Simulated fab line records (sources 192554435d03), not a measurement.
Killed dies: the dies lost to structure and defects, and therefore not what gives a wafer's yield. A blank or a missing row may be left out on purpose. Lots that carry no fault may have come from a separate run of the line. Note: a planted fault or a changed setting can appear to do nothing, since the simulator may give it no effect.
Chamber matching | flow n5-finfet | rie-si-06 running N5_DUMMY_GATE_ETCH_32: 4 sister chambers
The step etches SiO2 in CF4, target depth 3.5 nm, time 3.9 s. 8 wafers are shown with their chamber, then 9 later ones without.

## WAFERS WITH THEIR CHAMBER
wafer  | chamber | throttle-valve-pct (%) | oes-product-au (a.u.)
L078.1 | 1       | 21.74                  | 0.967
L083.4 | 2       | 22.02                  | 1.016
L086.1 | 2       | 22.03                  | 1.011
L086.2 | 0       | 21.92                  | 1.033
L086.4 | 3       | 21.95                  | 0.959
L091.1 | 1       | 21.73                  | 0.962
L091.3 | 0       | 21.94                  | 1.033
L091.4 | 3       | 21.96                  | 0.959

## WAFERS WHOSE CHAMBER IS MISSING
wafer  | throttle-valve-pct (%) | oes-product-au (a.u.)
L092.2 | 21.74                  | 0.978
L092.4 | 21.95                  | 0.969
L092.6 | 22.02                  | 1.007
L094.2 | 21.94                  | 1.038
L094.3 | 21.73                  | 0.970
L094.5 | 21.74                  | 0.970
L095.1 | 22.03                  | 1.016
L095.2 | 21.95                  | 0.968
L095.4 | 21.74                  | 0.973

## WHICH CHAMBER EACH WENT THROUGH
wafer  | from the rows above | in truth
L092.2 | 1                   | 1
L092.4 | 3                   | 3
L092.6 | 2                   | 2
L094.2 | 0                   | 0
L094.3 | 1                   | 1
L094.5 | 1                   | 1
L095.1 | 2                   | 2
L095.2 | 3                   | 3
L095.4 | 1                   | 1
Placed correctly: 9 of 9. Not placeable from these rows: 0. Number placed wrongly: 0.
How it was worked out, from the rows above alone: a wafer's distance from a chamber is the root of the sum, over the readings, of the square of ((its reading less the chamber's mean) divided by the reading's scatter). The wafer belongs to the nearest chamber; if the next one is less than 2 further off, it can't be placed. The mean given for a chamber averages the wafers shown for that chamber. The scatter: the root of (the sum of the squares of (reading less its chamber's mean) over the shown wafers, divided by (wafers less chambers)).
